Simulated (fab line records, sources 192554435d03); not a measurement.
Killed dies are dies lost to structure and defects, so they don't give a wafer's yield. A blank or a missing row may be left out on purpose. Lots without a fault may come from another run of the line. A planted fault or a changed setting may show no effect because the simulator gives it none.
fab line records | flow n5_finfet
record lots=24 wafers=72 last_day=18
route steps=1938 shown BEOL_M1@791 BEOL_M2@844
lots that met no fault: from a run of the same line without faults
start_h: hours from the record's first day to the start of the lot's first wafer shown | wait_h: hours since the lot's step before | " the same as in the row above | L1.1+2: a row that stands for several wafers | - no value, or no start given | * or withheld: withheld | < > ~ a bound
route shown NAME@n: a module of which the file shows steps, and the number in the route of the first | usual: mean/standard deviation of fault-free wafers | same: alike in all rows | chamber/n: place in a boat | sites: the reading at each site | _std_site: their standard deviation | _edge_site: outer sites' mean less inner sites' | radius_mm: how far each site lies from the wafer's centre | mask NAME#n: copy n | behind: the tool/chamber that last shaped the wafer | hold: why the lot was held/for how many hours/how that ended | device: the transistor (n, p or np) that didn't switch | end of line: the same wafers' tests at the end of the route | a step without rows: its recipe alone | killed: dies lost to structure and defects at the first sort, not the wafer's yield | map: a wafer's dies, x killed, . not, _ none there
set.NAME: the setting as run; set.NAME@STEP: as run at that earlier step | model.NAME: the simulator's own value behind a step, which no gauge read
steps of the route over a sample of lots; a table a step, a row a wafer
services: from which hour (start_h, from the record's first day; less than 0 if before it) a tool's chamber was out of use, for how many hours, and why
## steps
# step N5_BEOL_M1_ETCH_69
# recipe chemistry=CF4 target=SiARC target_depth_a=156 mask_material=CAR-EUV time_s=26 ion_energy_ev=80 pressure_mtorr=40 source_w=545 bias_w=36 Ar_flow_sccm=100 cf4_flow_sccm=100 ends=cleared
# usual drypump_motor_current_A=5.7/0.47 etch_rf_on_time_s=25.9/0.65 oes_product_au=0.65/0.053 rf_fwd_power_W=532.3/2 rf_vpp_V=184.1/1.1 showerhead_plenum_p_Torr=2.13/0.071 throttle_valve_pct=15.68/0.24
# columns lot.wafer tool chamber start_h wait_h drypump_motor_current_A etch_rf_on_time_s oes_product_au rf_fwd_power_W rf_hours_counter_h rf_vpp_V showerhead_plenum_p_Torr throttle_valve_pct
L074.3 rie_diel-02 2 121.81 0.0 5.6 25.7 0.63 533.5 201 182.5 2.04 15.63
L074.5 " 1 " " 6.2 26.4 0.62 534.8 - 185.3 2.13 15.50
L074.6 " 0 " " 5.2 27.7 0.72 534.1 - 183.4 2.11 15.48
L075.2 rie_diel-01 2 127.07 0.0 5.7 25.5 0.62 530.0 219 184.4 2.12 16.06
L075.4 " 1 " " 6.6 25.1 0.61 533.7 208 181.5 2.05 15.46
L075.6 " 0 " " 5.5 26.1 0.79 534.3 - 186.0 2.18 15.30
L076.1 rie_diel-03 3 131.65 0.0 5.1 25.2 0.63 529.3 185 184.9 2.12 15.78
L076.4 " 1 " " 5.7 25.4 0.66 529.9 168 183.8 2.05 15.78
L076.5 " 1 " " 5.7 25.4 0.65 530.6 - 181.8 2.05 15.78
L077.1 rie_diel-01 0 139.09 0.0 5.6 26.3 0.77 533.4 15 184.2 2.18 15.31
L077.4 " 1 " " 6.6 25.7 0.61 531.9 213 183.5 2.05 15.45
L077.6 " 0 " " 5.6 26.0 0.78 531.9 - 185.2 2.18 15.29
L078.1 rie_diel-02 0 147.21 0.0 5.2 27.0 0.73 531.0 27 182.6 2.11 15.48
L078.5 " 2 " " 5.6 25.6 0.63 534.4 - 181.9 2.03 15.65
L078.6 " 3 " " 5.5 26.6 0.77 532.5 - 186.6 2.26 15.24
L079.1 rie_diel-03 0 152.28 0.0 5.6 25.7 0.62 531.0 213 184.2 2.20 16.02
L079.2 " 2 " " 5.3 25.5 0.60 534.4 220 185.1 2.20 15.87
L079.3 " 1 " " 5.7 25.6 0.65 529.2 174 183.5 2.05 15.79
L080.1 rie_diel-03 2 158.76 0.0 5.3 25.1 0.62 532.2 222 183.7 2.20 15.87
L080.3 " 1 " " 5.7 25.5 0.64 531.9 176 183.5 2.04 15.79
L080.6 " 1 " " 5.7 25.2 0.65 531.4 - 182.4 2.04 15.78
L081.1 rie_diel-02 1 170.43 0.0 6.2 25.7 0.63 536.2 188 184.2 2.13 15.57
L081.2 " 3 " " 5.5 26.3 0.76 531.3 43 184.6 2.25 15.29
L081.5 " 2 " " 5.6 25.7 0.61 536.1 - 183.7 2.03 15.66
L082.3 rie_diel-02 0 172.50 0.0 5.2 27.8 0.71 535.1 34 182.9 2.11 15.50
L082.4 " 3 " " 5.5 26.6 0.75 531.7 44 186.2 2.25 15.25
L082.6 " 3 " " 5.5 26.5 0.74 532.0 - 185.5 2.25 15.27
L083.2 rie_diel-02 2 179.07 0.0 5.6 26.1 0.62 532.3 219 182.6 2.03 15.65
L083.4 " 1 " " 6.2 26.1 0.62 535.9 190 183.8 2.13 15.55
L083.6 " 1 " " 6.2 25.8 0.63 536.5 - 183.7 2.13 15.54
L084.2 rie_diel-03 1 179.55 0.0 5.7 25.4 0.64 530.5 182 182.2 2.04 15.80
L084.3 " 3 " " 5.0 25.1 0.63 534.3 198 184.7 2.11 15.79
L084.4 " 0 " " 5.6 25.5 0.62 532.0 221 185.1 2.20 16.04
L086.2 rie_diel-02 3 196.01 0.0 5.5 26.3 0.74 532.0 52 186.5 2.25 15.29
L086.3 " 2 " " 5.6 26.4 0.61 531.4 225 182.9 2.03 15.67
L086.5 " 0 " " 5.2 27.1 0.71 531.6 - 182.6 2.11 15.51
L085.1 rie_diel-02 1 196.27 0.0 6.3 25.9 0.62 537.5 197 183.9 2.13 15.59
L085.2 " 3 " " 5.5 26.5 0.74 532.1 52 184.8 2.25 15.26
L085.5 " 2 " " 5.6 26.1 0.61 531.3 - 183.4 2.03 15.68
L087.1 rie_diel-03 2 200.77 0.0 5.3 25.5 0.61 530.8 235 184.4 2.20 15.89
L087.4 " 0 " " 5.6 25.3 0.62 534.9 227 184.6 2.20 16.06
L087.5 " 2 " " 5.3 25.0 0.60 531.7 - 184.5 2.20 15.90
L088.2 rie_diel-01 2 207.90 0.0 5.7 25.7 0.60 532.3 244 183.3 2.11 16.11
L088.4 " 3 " " 6.6 26.1 0.61 530.4 177 184.3 2.21 15.83
L088.5 " 0 " " 5.5 25.9 0.75 533.2 - 182.5 2.17 15.35
L089.1 rie_diel-03 0 214.95 0.0 5.7 25.4 0.62 535.1 232 185.5 2.20 16.06
L089.5 " 0 " " 5.7 25.4 0.62 530.8 - 183.2 2.20 16.07
L089.6 " 1 " " 5.7 25.6 0.64 531.8 - 184.1 2.04 15.84
L090.3 rie_diel-03 1 221.90 0.0 5.7 25.6 0.63 530.6 196 182.9 2.04 15.83
L090.4 " 3 " " 5.1 25.1 0.62 535.1 212 185.3 2.11 15.82
L090.6 " 3 " " 5.1 25.2 0.62 532.5 - 182.8 2.11 15.82
L091.1 rie_diel-02 0 223.14 0.0 5.2 27.8 0.69 532.3 46 184.9 2.10 15.53
L091.5 " 0 " " 5.2 27.9 0.69 530.8 - 185.1 2.10 15.54
L091.6 " 1 " " 6.2 26.3 0.61 533.5 - 183.8 2.12 15.57
L092.1 rie_diel-03 2 235.79 0.0 5.3 25.5 0.59 529.2 247 184.5 2.19 15.93
L092.3 " 3 " " 5.1 25.3 0.62 533.4 216 183.2 2.11 15.85
L092.4 " 1 " " 5.7 25.4 0.64 530.3 200 183.4 2.04 15.84
L093.1 rie_diel-01 0 236.51 0.0 5.5 26.0 0.73 532.7 46 183.8 2.17 15.37
L093.4 " 2 " " 5.7 25.9 0.59 534.7 255 183.7 2.11 16.12
L093.6 " 0 " " 5.5 26.0 0.74 533.5 - 184.6 2.17 15.35
L094.2 rie_diel-02 0 242.79 0.0 5.2 27.2 0.69 534.7 50 183.8 2.10 15.53
L094.4 " 2 " " 5.5 25.8 0.61 532.2 235 182.3 2.03 15.69
L094.5 " 3 " " 5.5 26.1 0.74 532.2 - 186.1 2.25 15.30
L095.3 rie_diel-01 1 253.63 0.0 6.6 25.9 0.58 529.4 252 183.2 2.04 15.55
L095.5 " 0 " " 5.6 26.1 0.72 531.8 - 184.9 2.17 15.37
L095.6 " 1 " " 6.6 25.9 0.59 532.3 - 184.7 2.04 15.54
L096.1 rie_diel-03 0 258.27 0.0 5.6 25.6 0.60 532.0 246 185.1 2.19 16.11
L096.4 " 1 " " 5.7 25.2 0.63 530.2 - 182.8 2.03 15.87
L096.5 " 3 " " 5.0 25.4 0.62 532.5 - 184.4 2.10 15.86
L097.1 rie_diel-01 0 268.30 0.0 5.6 25.7 0.73 532.4 59 184.8 2.17 15.39
L097.5 " 1 " " 6.6 25.9 0.58 529.5 - 182.7 2.04 15.55
L097.6 " 3 " " 6.6 26.3 0.60 530.6 - 184.9 2.21 15.87
# step N5_BEOL_M1_ETCHBACK_99
# recipe chemistry=CHF3 target=SiO2 target_depth_a=50 time_s=10.4 source_w=215 bias_w=47 Ar_flow_sccm=200 CHF3_flow_sccm=12 ion_energy_ev=100 pressure_mtorr=30
# usual drypump_motor_current_A=5.7/0.49 oes_ar_750_au=0.76/0.075 oes_product_au=0.76/0.077 rf_fwd_power_W=212.6/0.87 rf_vpp_V=240/9.3 showerhead_plenum_p_Torr=2.14/0.086 throttle_valve_pct=17.12/0.27
# columns lot.wafer tool chamber start_h wait_h drypump_motor_current_A oes_ar_750_au oes_product_au rf_fwd_power_W rf_hours_counter_h rf_vpp_V showerhead_plenum_p_Torr throttle_valve_pct
L074.3 rie_diel-03 3 124.50 2.5 5.1 0.74 0.75 212.2 183 245 2.11 17.10
L074.5 " 0 " " 5.7 0.76 0.73 212.7 - 235 2.24 17.60
L074.6 " 3 " " 5.0 0.74 0.75 212.9 - 245 2.11 17.10
L075.2 rie_diel-01 0 127.65 0.4 5.6 0.92 0.92 212.7 12 242 2.19 16.73
L075.4 " 1 " " 6.6 0.73 0.71 211.1 209 225 2.05 16.83
L075.6 " 0 " " 5.5 0.92 0.92 213.4 - 240 2.19 16.73
L076.1 rie_diel-02 3 132.19 0.4 5.5 0.90 0.89 211.6 31 233 2.30 16.89
L076.4 " 1 " " 6.3 0.74 0.75 212.4 177 238 2.17 17.10
L076.5 " 1 " " 6.2 0.74 0.75 212.3 - 240 2.17 17.11
L077.1 rie_diel-01 0 144.26 5.0 5.6 0.91 0.91 213.3 16 242 2.19 16.75
L077.4 " 1 " " 6.6 0.72 0.70 213.5 213 225 2.05 16.84
L077.6 " 1 " " 6.6 0.73 0.70 211.1 - 225 2.05 16.84
L078.1 rie_diel-02 1 150.24 2.9 6.3 0.73 0.74 214.6 184 240 2.16 17.11
L078.5 " 0 " " 5.2 0.83 0.86 212.7 - 244 2.11 16.92
L078.6 " 3 " " 5.5 0.90 0.88 212.0 - 234 2.30 16.91
L079.1 rie_diel-02 1 153.25 0.8 6.3 0.73 0.74 214.0 185 240 2.16 17.13
L079.2 " 3 " " 5.5 0.89 0.89 212.7 38 233 2.30 16.89
L079.3 " 0 " " 5.2 0.83 0.86 213.9 29 245 2.11 16.91
L080.1 rie_diel-01 3 169.08 10.2 6.6 0.72 0.73 211.8 165 260 2.25 17.35
L080.3 " 1 " " 6.6 0.72 0.69 213.3 220 225 2.05 16.85
L080.6 " 1 " " 6.6 0.72 0.69 211.6 - 225 2.05 16.85
L081.1 rie_diel-01 0 172.94 2.4 5.5 0.90 0.90 212.8 24 242 2.19 16.76
L081.2 " 1 " " 6.6 0.72 0.70 213.1 222 224 2.05 16.85
L081.5 " 1 " " 6.6 0.72 0.70 214.5 - 224 2.05 16.85
L082.3 rie_diel-02 3 174.22 1.4 5.5 0.88 0.88 211.7 44 234 2.30 16.90
L082.4 " 0 " " 5.2 0.82 0.85 214.4 34 245 2.10 16.91
L082.6 " 2 " " 5.6 0.71 0.72 212.9 - 246 2.02 16.98
L083.2 rie_diel-02 2 179.27 0.1 5.6 0.72 0.71 212.4 219 246 2.02 16.97
L083.4 " 0 " " 5.3 0.83 0.83 212.7 36 245 2.10 16.92
L083.6 " 2 " " 5.6 0.72 0.72 212.8 - 245 2.02 16.97
L084.2 rie_diel-01 3 179.76 0.1 6.6 0.72 0.74 211.0 168 261 2.25 17.33
L084.3 " 0 " " 5.6 0.89 0.90 212.6 26 242 2.19 16.76
L084.4 " 2 " " 5.7 0.71 0.72 213.4 234 253 2.12 17.49
L086.2 rie_diel-03 0 198.65 2.5 5.6 0.74 0.71 211.7 227 234 2.23 17.64
L086.3 " 2 " " 5.3 0.71 0.70 213.0 234 232 2.22 17.38
L086.5 " 2 " " 5.3 0.70 0.69 213.7 - 234 2.22 17.38
L085.1 rie_diel-02 0 204.09 7.7 5.2 0.81 0.83 212.3 44 245 2.10 16.94
L085.2 " 1 " " 6.3 0.73 0.73 214.3 198 242 2.16 17.14
L085.5 " 1 " " 6.2 0.73 0.73 214.4 - 239 2.16 17.14
L087.1 rie_diel-03 2 205.33 4.4 5.3 0.70 0.70 212.7 236 233 2.22 17.41
L087.4 " 1 " " 5.7 0.74 0.74 211.0 190 238 2.05 17.32
L087.5 " 0 " " 5.6 0.74 0.71 212.0 - 234 2.23 17.65
L088.2 rie_diel-03 0 208.59 0.4 5.6 0.73 0.72 214.4 229 234 2.23 17.66
L088.4 " 2 " " 5.3 0.70 0.69 213.1 238 235 2.22 17.41
L088.5 " 0 " " 5.7 0.74 0.71 212.7 - 234 2.23 17.64
L089.1 rie_diel-03 3 216.27 1.1 5.0 0.72 0.72 212.6 211 245 2.10 17.14
L089.5 " 3 " " 5.0 0.72 0.73 211.6 - 243 2.10 17.13
L089.6 " 2 " " 5.3 0.70 0.70 212.8 - 233 2.22 17.40
L090.3 rie_diel-01 0 222.14 0.1 5.5 0.87 0.86 213.5 42 241 2.18 16.79
L090.4 " 1 " " 6.6 0.71 0.69 211.3 - 225 2.04 16.88
L090.6 " 0 " " 5.5 0.86 0.86 212.8 - 242 2.18 16.80
L091.1 rie_diel-01 1 230.67 7.4 6.6 0.71 0.69 211.9 243 224 2.04 16.90
L091.5 " 1 " " 6.6 0.71 0.69 212.2 - 224 2.04 16.89
L091.6 " 0 " " 5.6 0.86 0.86 212.3 - 240 2.18 16.80
L092.1 rie_diel-02 0 235.99 0.1 5.3 0.80 0.83 213.6 48 243 2.10 16.96
L092.3 " 1 " " 6.2 0.72 0.72 213.6 205 241 2.16 17.17
L092.4 " 2 " " 5.6 0.71 0.70 213.8 232 246 2.01 17.01
L093.1 rie_diel-01 1 236.73 0.1 6.6 0.70 0.68 212.7 244 224 2.04 16.89
L093.4 " 3 " " 6.6 0.70 0.72 212.3 186 260 2.24 17.36
L093.6 " 0 " " 5.5 0.86 0.85 212.1 - 243 2.18 16.82
L094.2 rie_diel-03 3 247.04 4.1 5.1 0.72 0.72 213.1 221 244 2.10 17.15
L094.4 " 0 " " 5.6 0.73 0.70 213.2 - 234 2.23 17.66
L094.5 " 1 " " 5.7 0.74 0.73 211.4 - 238 2.05 17.33
L095.3 rie_diel-01 0 257.36 3.6 5.5 0.85 0.84 213.0 56 242 2.18 16.81
L095.5 " 0 " " 5.5 0.86 0.85 212.2 - 241 2.18 16.83
L095.6 " 3 " " 6.6 0.69 0.72 212.1 - 260 2.24 17.39
L096.1 rie_diel-03 0 261.91 3.5 5.6 0.72 0.71 212.0 248 234 2.23 17.67
L096.4 " 1 " " 5.7 0.73 0.74 210.3 210 237 2.04 17.35
L096.5 " 1 " " 5.7 0.72 0.74 210.8 - 239 2.04 17.35
L097.1 rie_diel-02 0 271.20 2.6 5.3 0.79 0.80 213.8 59 245 2.10 16.97
L097.5 " 2 " " 5.6 0.70 0.70 212.8 - 246 2.01 17.03
L097.6 " 1 " " 6.2 0.71 0.72 213.2 - 240 2.15 17.17
# step N5_BEOL_M1_SPUTTER_86
# recipe material=Cu target_thk_a=45 temp_c=-20 chamber_pressure_pa=0.07 power_w=withheld time_s=8.29
# usual throttle_valve_pct=29.7/0.91
# columns lot.wafer tool chamber start_h wait_h throttle_valve_pct
L074.3 pvd_sputter-02 - 127.10 0.1 28.4
L074.5 " - " " 29.5
L074.6 " - " " 28.3
L075.2 pvd_sputter-01 - 129.88 0.1 30.4
L075.4 " - " " 30.4
L075.6 " - " " 29.4
L076.1 pvd_sputter-01 - 135.88 0.1 29.4
L076.4 " - " " 30.7
L076.5 " - " " 30.2
L077.1 pvd_sputter-03 - 146.53 0.1 28.8
L077.4 " - " " 30.4
L077.6 " - " " 28.7
L078.1 pvd_sputter-02 - 152.38 0.1 29.9
L078.5 " - " " 31.2
L078.6 " - " " 28.1
L079.1 pvd_sputter-03 - 155.60 0.1 30.1
L079.2 " - " " 28.8
L079.3 " - " " 31.0
L080.1 pvd_sputter-01 - 172.01 0.1 30.4
L080.3 " - " " 29.3
L080.6 " - " " 30.2
L081.1 pvd_sputter-02 - 175.44 0.1 29.9
L081.2 " - " " 28.5
L081.5 " - " " 27.8
L082.3 pvd_sputter-03 - 176.61 0.1 31.6
L082.4 " - " " 28.8
L082.6 " - " " 28.8
L083.2 pvd_sputter-01 - 181.08 0.1 30.4
L083.4 " - " " 30.3
L083.6 " - " " 29.2
L084.2 pvd_sputter-03 - 181.71 0.1 31.2
L084.3 " - " " 29.1
L084.4 " - " " 29.9
L086.2 pvd_sputter-01 - 200.89 0.1 29.4
L086.3 " - " " 30.3
L086.5 " - " " 29.3
L085.1 pvd_sputter-02 - 206.61 0.1 29.9
L085.2 " - " " 28.3
L085.5 " - " " 27.9
L087.1 pvd_sputter-01 - 207.53 0.1 29.6
L087.4 " - " " 30.2
L087.5 " - " " 29.1
L088.2 pvd_sputter-02 - 212.49 0.1 31.6
L088.4 " - " " 28.1
L088.5 " - " " 30.1
L089.1 pvd_sputter-02 - 218.26 0.1 29.9
L089.5 " - " " 29.8
L089.6 " - " " 28.5
L090.3 pvd_sputter-03 - 224.29 0.1 31.2
L090.4 " - " " 29.7
L090.6 " - " " 31.2
L091.1 pvd_sputter-01 - 233.05 0.1 30.2
L091.5 " - " " 30.0
L091.6 " - " " 29.0
L093.1 pvd_sputter-03 - 238.77 0.1 29.1
L093.4 " - " " 31.2
L093.6 " - " " 28.9
L092.1 pvd_sputter-02 - 239.01 0.1 28.3
L092.3 " - " " 28.2
L092.4 " - " " 29.8
L094.2 pvd_sputter-01 - 249.43 0.1 30.3
L094.4 " - " " 29.1
L094.5 " - " " 29.5
L095.3 pvd_sputter-01 - 259.89 0.1 30.3
L095.5 " - " " 30.1
L095.6 " - " " 30.5
L096.1 pvd_sputter-01 - 264.44 0.1 29.5
L096.4 " - " " 30.3
L096.5 " - " " 30.3
L097.1 pvd_sputter-01 - 276.00 0.1 29.7
L097.5 " - " " 29.4
L097.6 " - " " 29.6
# step N5_BEOL_M2_HM_DEP_02
# recipe material=TiN target_thk_a=200 temp_c=25 chamber_pressure_pa=0.49996
# usual throttle_valve_pct=29.9/1
# columns lot.wafer tool chamber start_h wait_h throttle_valve_pct
L074.3 pvd_sputter-03 - 131.31 1.8 30.1
L074.5 " - " " 30.0
L074.6 " - " " 30.8
L075.2 pvd_sputter-03 - 132.53 0.3 31.1
L075.4 " - " " 30.8
L075.6 " - " " 28.9
L076.1 pvd_sputter-02 - 138.54 0.3 28.0
L076.4 " - " " 29.8
L076.5 " - " " 28.4
L077.1 pvd_sputter-02 - 148.90 0.0 28.6
L077.4 " - " " 31.1
L077.6 " - " " 28.1
L078.1 pvd_sputter-02 - 154.83 0.1 29.9
L078.5 " - " " 30.0
L078.6 " - " " 28.0
L079.1 pvd_sputter-02 - 159.81 1.9 28.8
L079.2 " - " " 30.0
L079.3 " - " " 28.0
L080.1 pvd_sputter-01 - 174.57 0.2 29.9
L080.3 " - " " 30.4
L080.6 " - " " 29.8
L081.1 pvd_sputter-02 - 178.48 0.7 28.1
L081.2 " - " " 29.8
L081.5 " - " " 28.5
L082.3 pvd_sputter-01 - 179.41 0.4 30.6
L082.4 " - " " 30.1
L082.6 " - " " 30.2
L083.2 pvd_sputter-03 - 183.83 0.4 30.7
L083.4 " - " " 28.8
L083.6 " - " " 31.3
L084.2 pvd_sputter-01 - 185.68 1.6 30.3
L084.3 " - " " 30.4
L084.4 " - " " 29.4
L086.2 pvd_sputter-03 - 204.47 1.2 29.2
L086.3 " - " " 30.2
L086.5 " - " " 30.8
L085.1 pvd_sputter-02 - 209.29 0.3 31.2
L085.2 " - " " 29.8
L085.5 " - " " 28.7
L087.1 pvd_sputter-01 - 211.73 1.8 30.4
L087.4 " - " " 29.9
L087.5 " - " " 29.2
L088.2 pvd_sputter-01 - 214.89 0.1 30.4
L088.4 " - " " 29.5
L088.5 " - " " 29.2
L089.1 pvd_sputter-01 - 221.23 0.6 29.2
L089.5 " - " " 29.3
L089.6 " - " " 29.1
L090.3 pvd_sputter-02 - 228.24 1.6 27.9
L090.4 " - " " 31.3
L090.6 " - " " 31.3
L091.1 pvd_sputter-02 - 235.93 0.6 31.4
L091.5 " - " " 31.1
L091.6 " - " " 28.2
L093.1 pvd_sputter-01 - 241.53 0.4 29.4
L093.4 " - " " 30.3
L093.6 " - " " 29.2
L092.1 pvd_sputter-03 - 242.13 0.8 30.2
L092.3 " - " " 30.9
L092.4 " - " " 29.0
L094.2 pvd_sputter-03 - 252.42 0.6 30.2
L094.4 " - " " 31.2
L094.5 " - " " 29.9
L095.3 pvd_sputter-03 - 263.66 1.0 28.8
L095.5 " - " " 28.9
L095.6 " - " " 31.1
L096.1 pvd_sputter-03 - 270.12 3.3 29.0
L096.4 " - " " 31.3
L096.5 " - " " 30.6
L097.1 pvd_sputter-01 - 278.56 0.2 29.1
L097.5 " - " " 30.2
L097.6 " - " " 30.3
# step N5_BEOL_M2_CD_MEAS_18
# recipe pitch_nm=36 target_cd_nm=18
# usual cd_nm=18.0/0.44
# columns lot.wafer tool chamber start_h wait_h cd_nm
L074.3 cd_sem-02 - 132.32 0.1 18.6
L074.5 " - " " 18.0
L074.6 " - " " 18.1
L075.2 cd_sem-03 - 133.61 0.1 18.3
L075.4 " - " " 18.1
L075.6 " - " " 17.2
L076.1 cd_sem-03 - 139.49 0.0 18.8
L076.4 " - " " 17.8
L076.5 " - " " 18.4
L077.1 cd_sem-03 - 149.89 0.0 18.5
L077.4 " - " " 18.5
L077.6 " - " " 18.8
L078.1 cd_sem-03 - 155.92 0.0 18.4
L078.5 " - " " 18.6
L078.6 " - " " 17.9
L079.1 cd_sem-01 - 160.76 0.0 17.9
L079.2 " - " " 18.0
L079.3 " - " " 18.3
L080.1 cd_sem-01 - 175.74 0.0 18.2
L080.3 " - " " 18.3
L080.6 " - " " 18.5
L081.1 cd_sem-03 - 179.67 0.0 18.6
L081.2 " - " " 17.8
L081.5 " - " " 17.6
L082.3 cd_sem-03 - 180.36 0.1 17.9
L082.4 " - " " 18.3
L082.6 " - " " 18.0
L083.2 cd_sem-03 - 185.04 0.1 17.7
L083.4 " - " " 17.9
L083.6 " - " " 17.9
L084.2 cd_sem-02 - 187.79 0.1 18.0
L084.3 " - " " 17.3
L084.4 " - " " 18.4
L086.2 cd_sem-03 - 205.52 0.1 18.2
L086.3 " - " " 17.8
L086.5 " - " " 18.4
L085.1 cd_sem-01 - 210.66 0.0 17.7
L085.2 " - " " 18.4
L085.5 " - " " 17.7
L087.1 cd_sem-02 - 213.02 0.0 17.7
L087.4 " - " " 18.1
L087.5 " - " " 17.4
L088.2 cd_sem-02 - 215.98 0.1 17.6
L088.4 " - " " 17.5
L088.5 " - " " 18.1
L089.1 cd_sem-01 - 222.21 0.0 17.5
L089.5 " - " " 17.4
L089.6 " - " " 17.0
L090.3 cd_sem-02 - 229.32 0.1 18.2
L090.4 " - " " 18.3
L090.6 " - " " 18.2
L091.1 cd_sem-01 - 237.22 0.0 17.4
L091.5 " - " " 18.7
L091.6 " - " " 17.6
L093.1 cd_sem-01 - 242.72 0.0 18.7
L093.4 " - " " 17.9
L093.6 " - " " 18.4
L092.1 cd_sem-01 - 243.41 0.0 17.7
L092.3 " - " " 17.4
L092.4 " - " " 17.9
L094.2 cd_sem-03 - 253.54 0.1 18.4
L094.4 " - " " 17.7
L094.5 " - " " 18.0
L095.3 cd_sem-02 - 264.93 0.1 17.9
L095.5 " - " " 17.7
L095.6 " - " " 18.2
L096.1 cd_sem-01 - 271.22 0.0 17.9
L096.4 " - " " 19.0
L096.5 " - " " 18.0
L097.1 cd_sem-02 - 279.78 0.0 18.2
L097.5 " - " " 18.6
L097.6 " - " " 18.6
# step N5_BEOL_M2_INSPECT_30
# recipe mode=adi inspect_instrument=brightfield
# usual raw_defect_count=449/99
# columns lot.wafer tool chamber start_h wait_h raw_defect_count
L074.3 defect_inspect-02 - 132.86 0.0 457
L074.5 " - " " 417
L074.6 " - " " 513
L075.2 defect_inspect-02 - 134.14 0.0 578
L075.4 " - " " 531
L075.6 " - " " 496
L076.1 defect_inspect-02 - 140.03 0.1 424
L076.4 " - " " 583
L076.5 " - " " 264
L077.1 defect_inspect-01 - 150.29 0.1 447
L077.4 " - " " 423
L077.6 " - " " 407
L078.1 defect_inspect-01 - 156.36 0.1 696
L078.5 " - " " 487
L078.6 " - " " 579
L079.1 defect_inspect-01 - 161.18 0.1 529
L079.2 " - " " 391
L079.3 " - " " 429
L080.1 defect_inspect-02 - 176.28 0.1 348
L080.3 " - " " 462
L080.6 " - " " 312
L081.1 defect_inspect-01 - 180.07 0.1 457
L081.2 " - " " 453
L081.5 " - " " 423
L082.3 defect_inspect-01 - 180.89 0.0 397
L082.4 " - " " 546
L082.6 " - " " 494
L083.2 defect_inspect-02 - 185.57 0.0 277
L083.4 " - " " 399
L083.6 " - " " 411
L084.2 defect_inspect-02 - 188.33 0.0 539
L084.3 " - " " 388
L084.4 " - " " 417
L086.2 defect_inspect-01 - 205.94 0.1 411
L086.3 " - " " 345
L086.5 " - " " 382
L085.1 defect_inspect-02 - 211.20 0.1 525
L085.2 " - " " 481
L085.5 " - " " 614
L087.1 defect_inspect-02 - 213.56 0.1 360
L087.4 " - " " 330
L087.5 " - " " 491
L088.2 defect_inspect-02 - 216.51 0.0 404
L088.4 " - " " 638
L088.5 " - " " 405
L089.1 defect_inspect-01 - 222.74 0.1 405
L089.5 " - " " 345
L089.6 " - " " 350
L090.3 defect_inspect-02 - 229.73 0.0 398
L090.4 " - " " 329
L090.6 " - " " 357
L091.1 defect_inspect-02 - 237.89 0.1 526
L091.5 " - " " 673
L091.6 " - " " 506
L093.1 defect_inspect-02 - 243.25 0.1 380
L093.4 " - " " 491
L093.6 " - " " 600
L092.1 defect_inspect-02 - 243.94 0.1 280
L092.3 " - " " 313
L092.4 " - " " 331
L094.2 defect_inspect-02 - 254.08 0.1 447
L094.4 " - " " 666
L094.5 " - " " 382
L095.3 defect_inspect-01 - 265.46 0.0 518
L095.5 " - " " 699
L095.6 " - " " 522
L096.1 defect_inspect-01 - 271.63 0.1 540
L096.4 " - " " 396
L096.5 " - " " 518
L097.1 defect_inspect-02 - 280.31 0.1 519
L097.5 " - " " 434
L097.6 " - " " 400
## services
# columns tool chamber start_h hours kind
pvd_sputter-03 - 114.84 6.2 repair
rie_diel-02 - 204.96 14.6 pm
rie_diel-01 3 218.89 5.0 repair
rie_diel-02 0 225.17 5.2 repair
rie_diel-01 2 237.75 12.4 repair
rie_diel-03 2 244.14 - clean
rie_diel-03 2 244.14 - consumable_replace:focus_ring
rie_diel-03 2 244.14 16.8 scheduled_down
rie_diel-03 2 244.14 16.8 vent_cycle
rie_diel-01 2 250.55 - clean
rie_diel-01 2 250.55 - consumable_replace:focus_ring
rie_diel-01 2 250.55 18.5 scheduled_down
rie_diel-01 2 250.55 18.5 vent_cycle
rie_diel-01 1 269.04 - clean
rie_diel-01 1 269.04 - consumable_replace:focus_ring
rie_diel-01 1 269.04 - consumable_replace:showerhead
rie_diel-01 1 269.04 21.5 scheduled_down
rie_diel-01 1 269.04 21.5 vent_cycle
rie_diel-03 0 270.19 - clean
rie_diel-03 0 270.19 - consumable_replace:focus_ring
## key
fault none
